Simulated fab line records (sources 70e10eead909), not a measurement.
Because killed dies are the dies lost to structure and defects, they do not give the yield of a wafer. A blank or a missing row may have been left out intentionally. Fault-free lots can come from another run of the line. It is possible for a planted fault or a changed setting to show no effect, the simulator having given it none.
fab line records | flow nand_harc
record: lots: 6 wafers: 18 last_day: 33
route steps=1302 shown A_DECK1_JOINT@518 END@1302
lots that met no fault: taken from a fault-free run of the same line
start_h: hours from the record's opening day to when the first of the lot's shown wafers began | wait_h: how many hours have passed since the lot's step before this one | " identical to the entry in the row above | L1.1+2: a row that stands for several wafers | - value missing, or start not given | * or withheld: withheld | < > ~ a bound
route shown NAME@n: NAME is a module with steps in the file, n the number in the route of the first one | usual: mean/standard deviation of fault-free wafers | same: alike in all rows | chamber/n: place in a boat | sites: readings site by site | _std_site: their standard deviation | _edge_site: mean of outer sites minus mean of inner sites | radius_mm: how far each site lies from the wafer's centre | mask NAME#n: copy n | behind: the last tool/chamber to shape the wafer | hold: reason for holding the lot/hours on hold/outcome of the hold | device: names the non-switching transistor (n, p or np) | end of line: the route-end tests of the same wafers | step lacking rows: just its recipe | killed: the dies lost at the first sort to structure and to defects; this is not the yield of the wafer | map: dies across one wafer; x = killed, . = not, _ = none there
set.NAME: the setting that was run; set.NAME@STEP: the one run at that earlier step | model.NAME: the simulator's own value behind a step, which no gauge read
lots at some steps of the route; a table a step, a row a wafer
services: when a tool's chamber went out of use (start_h, in hours from the record's first day, below 0 if earlier), for how many hours, and the reason
== steps ==
step: NHARC_A_DECK1_JOINT_ETCHBACK_07
recipe: target_depth_a: 1050 time_s: 26.9 hbr_flow_sccm: 150 rf_w: 350 icp_w: 350 bias_w: 60 chemistry: HBr
usual: drypump_motor_current_A: 6.0/0.51 oes_product_au: 0.998/0.0065 run_length_s: 48.3/0.48 throttle_valve_pct: 23.266/0.0092
columns lot.wafer tool chamber start_h wait_h drypump_motor_current_A oes_product_au rf_hours_counter_h run_length_s throttle_valve_pct
L206.2 rie_si-01 3 379.39 0.1 6.4 1.000 0 47.4 23.257
L206.4 " 0 " " 6.7 1.004 0 48.1 23.267
L206.3 " 2 " " 6.1 1.003 0 48.2 23.269
L207.2 rie_si-02 1 382.51 0.1 4.9 1.000 0.6 48.6 23.277
L207.1 " 3 " " 5.9 0.987 0.6 48.0 23.248
L207.6 " 0 " " 6.3 1.003 - 49.1 23.265
L210.3 rie_si-01 1 414.81 0.1 5.7 0.996 0.1 48.8 23.278
L210.5 " 0 " " 6.7 0.999 - 48.5 23.269
L210.6 " 1 " " 5.7 1.004 - 48.2 23.254
L211.1 rie_si-06 3 422.48 0.1 6.2 1.008 1.1 48.3 23.280
L211.6 " 2 " " 5.9 1.002 - 48.5 23.269
L211.5 " 3 " " 6.2 1.002 - 47.9 23.271
L214.3 rie_si-06 0 452.38 0.1 5.5 0.993 0.2 48.0 23.261
L214.1 " 1 " " 5.8 0.999 0.2 47.5 23.281
L214.2 " 2 " " 6.0 1.002 0.1 48.3 23.277
L215.3 rie_si-01 1 472.91 0.1 5.6 0.999 0.5 49.0 23.261
L215.2 " 2 " " 6.1 0.989 0.5 48.7 23.253
L215.5 " 1 " " 5.6 0.987 - 48.2 23.261
step: NHARC_A_DECK1_JOINT_ETCH_25
recipe: target_depth_a: 5 chemistry: dHF material: SiO2
step: NHARC_A_DECK1_JOINT_ETCH_19
recipe: temp_c: 25 target_depth_a: 30 chemistry: TMAH material: poly-Si
step: NHARC_A_DECK1_JOINT_ETCH_18
recipe: target_depth_a: 30 chemistry: dHF material: SiO2
step: NHARC_A_DECK1_JOINT_WET_08
recipe: temp_c: 160 time_s: 86 chemistry: H3PO4
step: NHARC_A_DECK1_JOINT_ETCH_09
recipe: target_depth_a: 50 chemistry: dHF material: SiO2
step: NHARC_A_DECK1_JOINT_WET_10
recipe: temp_c: 160 time_s: 86 chemistry: H3PO4
step: NHARC_A_DECK1_JOINT_ETCH_11
recipe: target_depth_a: 350 chemistry: dHF material: SiO2
step: NHARC_A_DECK1_JOINT_CVD_12
recipe: target_thk_a: 900 temp_c: 620 pressure_mtorr: 200 time_s: 1800 material: poly-Si
step: NHARC_A_DECK1_JOINT_CMP_13
recipe: target_thk_nm: 51.023
usual: motor_current_A: 12.3/1 time_to_endpoint_s: 8.2/2.2
columns lot.wafer tool chamber start_h wait_h motor_current_A time_to_endpoint_s
L206.2 cmp-01 0 390.65 0.4 12.7 6.2
L206.3 " 1 " " 12.8 8.0
L206.4 " 3 " " 11.2 4.7
L207.1 cmp-02 1 393.60 0.4 11.7 6.3
L207.2 " 2 " " 12.8 6.5
L207.6 " 0 " " 13.3 7.9
L210.3 cmp-01 0 425.18 0.4 12.7 9.3
L210.6 " 1 " " 13.5 9.2
L210.5 " 2 " " 12.6 6.8
L211.1 cmp-01 3 432.64 0.4 11.2 6.2
L211.5 " 2 " " 13.3 5.7
L211.6 " 3 " " 11.3 5.0
L214.2 cmp-01 1 462.64 0.4 13.5 6.2
L214.1 " 2 " " 13.4 5.9
L214.3 " 3 " " 10.6 4.5
L215.3 cmp-02 3 483.24 0.4 11.0 12.4
L215.2 " 0 " " 14.4 11.0
L215.5 " 3 " " 10.9 12.2
step: NHARC_A_DECK1_JOINT_THK_MEAS_14
recipe: thk_meas_gauge: ellipsometry
usual: thk_nm: 50.6/1.3
columns lot.wafer tool chamber start_h wait_h thk_nm
L206.2 film_metro-02 - 390.91 0.2 49.8
L206.3 " - " " 48.9
L206.4 " - " " 47.7
L207.1 film_metro-01 - 393.83 0.2 51.4
L207.2 " - " " 50.2
L207.6 " - " " 50.6
L210.3 film_metro-01 - 425.36 0.2 50.7
L210.5 " - " " 48.4
L210.6 " - " " 49.4
L211.1 film_metro-02 - 432.87 0.2 51.4
L211.5 " - " " 49.6
L211.6 " - " " 50.1
L214.1 film_metro-01 - 462.89 0.2 50.5
L214.2 " - " " 53.0
L214.3 " - " " 52.0
L215.2 film_metro-01 - 483.46 0.2 50.5
L215.3 " - " " 49.7
L215.5 " - " " 51.9
step: NHARC_A_DECK1_JOINT_SRD_04
step: NHARC_A_DECK1_JOINT_ETCHBACK_00
recipe: target_depth_a: 300 time_s: 17.4 hbr_flow_sccm: 150 rf_w: 350 icp_w: 350 bias_w: 60 chemistry: HBr
usual: drypump_motor_current_A: 6.0/0.44 oes_product_au: 0.998/0.0073 run_length_s: 38.7/0.4 throttle_valve_pct: 23.267/0.0089
columns lot.wafer tool chamber start_h wait_h drypump_motor_current_A oes_product_au rf_hours_counter_h run_length_s throttle_valve_pct
L206.2 rie_si-06 0 391.04 0.1 5.5 1.002 0.9 38.6 23.263
L206.4 " 1 " " 5.8 1.000 0.8 38.6 23.269
L206.3 " 2 " " 6.0 1.002 0.8 38.7 23.254
L207.1 rie_si-02 1 393.96 0.1 4.9 0.990 0.7 39.1 23.265
L207.2 " 3 " " 6.0 0.993 0.6 38.6 23.267
L207.6 " 2 " " 6.2 1.010 - 38.6 23.254
L210.3 rie_si-02 3 425.51 0.1 5.9 0.998 0.9 34.0 23.266
L210.5 " 1 " " 4.9 0.988 - 35.2 23.259
L210.6 " 2 " " 6.2 0.995 - 34.4 23.259
L211.1 rie_si-02 2 433.00 0.1 6.2 1.006 0.9 33.9 23.273
L211.6 " 2 " " 6.2 0.999 - 34.1 23.246
L211.5 " 3 " " 6.0 0.999 - 34.5 23.263
L214.2 rie_si-06 1 463.02 0.1 5.8 0.991 0.3 38.0 23.269
L214.1 " 2 " " 6.0 0.996 0.2 38.7 23.267
L214.3 " 0 " " 5.5 0.986 0.4 38.7 23.258
L215.2 rie_si-01 3 483.61 0.1 6.4 1.010 0.7 37.9 23.257
L215.3 " 0 " " 6.7 0.995 0.7 38.7 23.272
L215.5 " 2 " " 6.1 1.003 - 38.4 23.276
step: NHARC_A_DECK1_JOINT_PRECLEAN_30
recipe: time_s: * temp_c: 50 bath_age_min: 0 chemistry: SC1
step: NHARC_END_SORT_01
recipe: temp_c: 25
usual: killed_at_array: 54/16 killed_at_other: 0.6/0.86 killed_at_periphery: 3.8/2.6 killed_dies: 58/16 killed_open: 3.3/1.8 killed_short: 2.7/1.7
same: gross_dies: 677
columns lot.wafer tool chamber start_h wait_h killed_at_array killed_at_other killed_at_periphery killed_dies killed_open killed_short
L207.1 prober-01 0 700.78 2.5 36 1 4 41 0 4
L207.2 prober-01 0 701.57 2.8 40 1 1 42 1 5
L207.6 prober-01 0 704.76 4.0 44 0 5 49 2 4
L206.2 prober-02 0 701.60 2.8 49 0 5 54 2 2
L206.3 prober-02 0 702.40 3.1 34 0 13 47 7 3
L206.4 prober-02 0 703.20 3.4 43 0 6 49 3 3
L211.1 prober-01 0 741.12 2.5 61 0 5 66 5 0
L211.5 prober-01 0 744.35 3.7 57 1 4 62 1 4
L211.6 prober-01 0 745.16 4.0 57 0 3 60 1 2
L210.3 prober-02 0 742.73 3.1 34 0 9 43 1 4
L210.5 prober-02 0 744.36 3.7 50 1 3 54 4 3
L210.6 prober-02 0 745.17 4.1 58 2 9 69 5 2
L214.1 prober-01 0 773.18 2.5 27 1 0 28 3 1
L214.2 prober-01 0 773.98 2.8 34 0 0 34 0 0
L214.3 prober-01 0 774.78 3.1 31 1 5 37 4 5
L215.2 prober-02 0 788.40 2.8 47 1 7 55 4 4
L215.3 prober-02 0 789.22 3.1 47 0 1 48 4 2
L215.5 prober-02 0 790.85 3.8 46 0 3 49 1 0
killed by level:class
L207.1 A_CHANNEL_HOLE_D2:chamber_film_flake=16 A_CHANNEL_HOLE_D1:chamber_film_flake=5 A_SLIT:chamber_film_flake=4 A_CONTACT:chamber_film_flake=3 A_DECK1_JOINT:geometric_particle:short=2 A_WL_FILL:geometric_particle:short=2 P_M1:chamber_film_flake=2 P_STI:chamber_film_flake=1
L207.2 A_CHANNEL_HOLE_D2:chamber_film_flake=13 A_SLIT:chamber_film_flake=9 A_CHANNEL_HOLE_D1:chamber_film_flake=5 A_STAIRCASE:chamber_film_flake=3 A_M1:chamber_film_flake=3 A_CONTACT:chamber_film_flake=2 A_ONON_D1:geometric_particle:short=1 A_CHANNEL_FILL_D1:geometric_particle:short=1
L206.2 A_SLIT:chamber_film_flake=27 A_STAIRCASE:chamber_film_flake=8 A_CHANNEL_HOLE_D1:chamber_film_flake=5 P_GATE:chamber_film_flake=4 A_CONTACT:chamber_film_flake=2 A_DECK1_JOINT:geometric_particle:open=1 A_ONON_D2:geometric_particle:open=1 A_CHANNEL_FILL_D2:geometric_particle:short=1
L206.3 A_SLIT:chamber_film_flake=16 P_GATE:chamber_film_flake=9 A_CHANNEL_HOLE_D1:chamber_film_flake=5 A_CONTACT:chamber_film_flake=3 P_GATE:geometric_particle:open=2 P_GATE:geometric_particle:short=1 A_ONON_D1:geometric_particle:open=1 A_ONON_D2:geometric_particle:open=1
L206.4 A_SLIT:chamber_film_flake=22 A_CHANNEL_HOLE_D1:chamber_film_flake=6 P_GATE:chamber_film_flake=4 A_STAIRCASE:chamber_film_flake=3 A_CONTACT:chamber_film_flake=2 A_M1:chamber_film_flake=2 P_M1:geometric_particle:short=1 A_ONON_D1:geometric_particle:open=1
L207.6 A_CHANNEL_HOLE_D2:chamber_film_flake=16 A_CHANNEL_HOLE_D1:chamber_film_flake=8 A_SLIT:chamber_film_flake=8 A_CONTACT:chamber_film_flake=3 A_ONON_D1:geometric_particle:open=2 P_STI:chamber_film_flake=2 A_STAIRCASE:chamber_film_flake=2 P_M0:geometric_particle:short=1
L211.1 A_SLIT:chamber_film_flake=19 A_CHANNEL_HOLE_D2:chamber_film_flake=17 A_CONTACT:chamber_film_flake=9 A_CHANNEL_HOLE_D1:chamber_film_flake=6 P_CONTACT:chamber_film_flake=4 A_CHANNEL_FILL_D2:geometric_particle:open=2 A_STAIRCASE:chamber_film_flake=2 P_M0:geometric_particle:open=1
L210.3 A_CHANNEL_HOLE_D2:chamber_film_flake=13 A_CHANNEL_HOLE_D1:chamber_film_flake=7 A_SGD_CUT:chamber_film_flake=5 P_CONTACT:chamber_film_flake=3 A_SLIT:chamber_film_flake=3 P_GATE:chamber_film_flake=2 A_CONTACT:chamber_film_flake=2 P_CONTACT:geometric_particle:short=1
L211.5 A_SLIT:chamber_film_flake=22 A_CHANNEL_HOLE_D2:chamber_film_flake=13 A_CONTACT:chamber_film_flake=11 A_CHANNEL_HOLE_D1:chamber_film_flake=4 P_CONTACT:chamber_film_flake=3 A_WL_FILL:chamber_film_flake=2 P_M1:geometric_particle:open=1 A_ONON_D1:geometric_particle:short=1
L210.5 A_CHANNEL_HOLE_D2:chamber_film_flake=14 A_CHANNEL_HOLE_D1:chamber_film_flake=11 A_SLIT:chamber_film_flake=8 A_CONTACT:chamber_film_flake=4 A_SGD_CUT:chamber_film_flake=3 A_WL_FILL:chamber_film_flake=3 A_CONTACT:geometric_particle:open=2 A_BLC:geometric_particle:short=2
L211.6 A_SLIT:chamber_film_flake=22 A_CHANNEL_HOLE_D1:chamber_film_flake=9 A_CHANNEL_HOLE_D2:chamber_film_flake=8 A_CONTACT:chamber_film_flake=8 A_WL_FILL:chamber_film_flake=3 P_CONTACT:chamber_film_flake=2 A_ONON_D2:geometric_particle:short=1 A_CHANNEL_HOLE_D2:geometric_particle:short=1
L210.6 A_CHANNEL_HOLE_D2:chamber_film_flake=23 A_CHANNEL_HOLE_D1:chamber_film_flake=10 A_SLIT:chamber_film_flake=9 P_CONTACT:chamber_film_flake=5 A_SGD_CUT:chamber_film_flake=4 A_BLC:geometric_particle:open=2 P_ZERO_WELL:chamber_film_flake=2 A_CONTACT:chamber_film_flake=2
L214.1 A_CHANNEL_HOLE_D1:chamber_film_flake=9 A_SLIT:chamber_film_flake=6 A_M1:chamber_film_flake=3 A_CHANNEL_HOLE_D2:chamber_film_flake=2 A_ONON_D1:geometric_particle:short=1 A_CHANNEL_FILL_D1:geometric_particle:open=1 A_CONTACT:geometric_particle:open=1 A_M1:geometric_particle:open=1
L214.2 A_CHANNEL_HOLE_D1:chamber_film_flake=12 A_SLIT:chamber_film_flake=9 A_STAIRCASE:chamber_film_flake=3 A_M1:chamber_film_flake=3 A_ZERO_WELL:chamber_film_flake=2 A_WL_FILL:chamber_film_flake=2 A_CONTACT:chamber_film_flake=2 A_CHANNEL_HOLE_D2:chamber_film_flake=1
L214.3 A_CHANNEL_HOLE_D1:chamber_film_flake=12 A_CONTACT:chamber_film_flake=4 A_SLIT:chamber_film_flake=3 A_M1:chamber_film_flake=3 P_M0:geometric_particle:open=2 A_ONON_D2:geometric_particle:short=2 A_WL_FILL:chamber_film_flake=2 P_M0:geometric_particle:short=1
L215.2 A_CHANNEL_HOLE_D2:chamber_film_flake=19 A_CONTACT:chamber_film_flake=8 A_SLIT:chamber_film_flake=7 P_ZERO_WELL:chamber_film_flake=3 A_STAIRCASE:chamber_film_flake=3 A_CHANNEL_FILL_D1:geometric_particle:open=2 A_CHANNEL_HOLE_D2:geometric_particle:open=2 P_GATE:chamber_film_flake=2
L215.3 A_CHANNEL_HOLE_D2:chamber_film_flake=21 A_SLIT:chamber_film_flake=11 A_CONTACT:chamber_film_flake=5 A_STAIRCASE:chamber_film_flake=2 P_M0:geometric_particle:open=1 A_ONON_D1:geometric_particle:open=1 A_CHANNEL_HOLE_D1:geometric_particle:short=1 A_CHANNEL_FILL_D1:geometric_particle:open=1
L215.5 A_CHANNEL_HOLE_D2:chamber_film_flake=22 A_SLIT:chamber_film_flake=12 A_CONTACT:chamber_film_flake=7 P_M0:chamber_film_flake=2 A_CHANNEL_HOLE_D1:chamber_film_flake=2 A_M0:geometric_particle:open=1 P_GATE:chamber_film_flake=1 A_STAIRCASE:chamber_film_flake=1
== services ==
columns tool chamber start_h hours kind
rie_si-01 - 370.00 9.0 pm
rie_si-01 0 370.00 9.0 vent_cycle
rie_si-01 1 370.00 9.0 vent_cycle
rie_si-01 2 370.00 9.0 vent_cycle
rie_si-01 3 370.00 9.0 vent_cycle
rie_si-01 0 379.00 - clean
rie_si-01 1 379.00 - clean
rie_si-01 2 379.00 - clean
rie_si-01 3 379.00 - clean
rie_si-02 - 381.17 0.2 repair
cmp-01 - 398.30 4.0 pm
cmp-01 - 402.30 - consumable_replace:conditioner
cmp-01 - 402.30 - consumable_replace:pad
cmp-02 - 407.28 11.3 repair
rie_si-06 1 419.41 8.2 repair
rie_si-06 - 426.00 9.0 pm
rie_si-06 0 426.00 9.0 vent_cycle
rie_si-06 2 426.00 9.0 vent_cycle
rie_si-06 3 426.00 9.0 vent_cycle
cmp-02 - 428.60 4.0 pm
rie_si-06 0 435.00 - clean
rie_si-06 1 435.00 - clean
rie_si-02 - 454.00 9.0 pm
rie_si-02 1 477.90 2.2 repair
== key ==
first_sign: step: NHARC_A_DECK1_JOINT_ETCHBACK_00 reading: run_length_s direction: down sigmas: 11 usual: * struck: *
effect none on later readings
met_at NHARC_A_DECK1_JOINT_ETCHBACK_00
struck_wafers L210.3,L210.5,L210.6,L211.1,L211.5,L211.6
tester_left_out L210,L211
onset_between 393.96 425.51
fault: kind: process_parameter_drift tool: rie_si-02 chamber: - onset_h: 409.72 steps: NHARC_A_DECK1_JOINT_ETCHBACK_00 channel: time_s offset: * shape: step end_h: 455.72 acts_in: * stated: *
tester_left_out: of these lots the tester's yield and bins aren't shown, on N5 and GAA mostly nor the transistor test; their killed dies are dies lost to structure and defects alone, not to doping, threshold or leakage, so they don't give the yield
